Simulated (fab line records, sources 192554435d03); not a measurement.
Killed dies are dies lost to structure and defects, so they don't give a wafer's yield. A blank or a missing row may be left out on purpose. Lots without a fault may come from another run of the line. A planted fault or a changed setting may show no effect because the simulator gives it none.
One fault seen from 2 desks | flow n5_finfet | each desk has only its own numbers; what lay behind them comes last

THE METROLOGY DESK
What the gauges read, lot by lot, whatever tool the lot ran on: means of the sampled wafers that have a number. A lot is out of limits, marked OUT, if its mean lies more than 4 standard deviations from the usual mean; the brackets give that distance. Of its 10 readings 7 are shown: those that lie furthest out on some lot.
Columns: A = DIBL_N at N5_BEOL_M4_RC_MEAS_101, usual 36.4 mV/V; B = DIBL_P at N5_BEOL_M4_RC_MEAS_101, usual 36 mV/V; C = IOFF_N at N5_BEOL_M4_RC_MEAS_101, usual 0.16 nA/um; D = IOFF_P at N5_BEOL_M4_RC_MEAS_101, usual 0.21 nA/um; E = ION_P at N5_BEOL_M4_RC_MEAS_101, usual 464 uA/um; F = SS_N at N5_BEOL_M4_RC_MEAS_101, usual 71.5 mV/dec; G = VT_N at N5_BEOL_M4_RC_MEAS_101, usual 250 mV
lot  | first seen here | A    | B  | C    | D    | E   | F    | G
L258 | day 10 14:57    | 37.6 | 36 | 0.16 | 0.24 | 457 | 71.3 | 252
L266 | day 12 01:52    | 35.4 | 36 | 0.13 | 0.17 | 453 | 71.0 | 255
L265 | day 12 11:19    | 38.8 | 39 | 0.22 | 0.25 | 463 | 72.0 | 247
L267 | day 12 20:42    | 37.8 | 37 | 0.14 | 0.20 | 465 | 71.4 | 253
L270 | day 13 10:42    | 39.9 | 39 | 0.22 | 0.26 | 467 | 72.1 | 244
This desk's finding: nothing out of limits on any of the 5 lots.

THE TOOL OWNER'S DESK: rie_diel-02
The tool's own readings at N5_BEOL_M1_ETCH_70 (etches SOC in N2/H2, target depth 80 nm, overetch 16 nm, time 120 s): means of the sampled wafers that have a number, for each lot that ran on this tool. A lot is out of limits, marked OUT, if its mean lies more than 4 standard deviations from the usual mean; the brackets give that distance.
Columns: A = chamber_pressure_mTorr at N5_BEOL_M1_ETCH_70, usual 29.999 mTorr; B = drypump_motor_current_A at N5_BEOL_M1_ETCH_70, usual 5.8 A; C = oes_product_au at N5_BEOL_M1_ETCH_70, usual 0.59 a.u.; D = rf_vpp_V at N5_BEOL_M1_ETCH_70, usual 524.6 V; E = showerhead_plenum_p_Torr at N5_BEOL_M1_ETCH_70, usual 2.57 Torr; F = throttle_valve_pct at N5_BEOL_M1_ETCH_70, usual 17.80 %
lot  | first seen here | A      | B   | C    | D     | E    | F
L258 | day 8 16:41     | 30.008 | 5.8 | 0.57 | 523.1 | 2.53 | 17.64
L265 | day 10 03:01    | 29.997 | 5.5 | 0.53 | 525.3 | 2.61 | 17.80
L266 | day 10 04:24    | 30.011 | 5.9 | 0.56 | 525.1 | 2.61 | 17.76
L267 | day 10 06:58    | 29.979 | 6.3 | 0.58 | 525.7 | 2.61 | 17.74
This desk's finding: nothing out of limits on any of the 4 lots.

PUT TOGETHER
The metrology desk saw nothing out of limits.
The tool owner's desk saw nothing out of limits.

WHAT THE SIMULATOR HAD PUT IN
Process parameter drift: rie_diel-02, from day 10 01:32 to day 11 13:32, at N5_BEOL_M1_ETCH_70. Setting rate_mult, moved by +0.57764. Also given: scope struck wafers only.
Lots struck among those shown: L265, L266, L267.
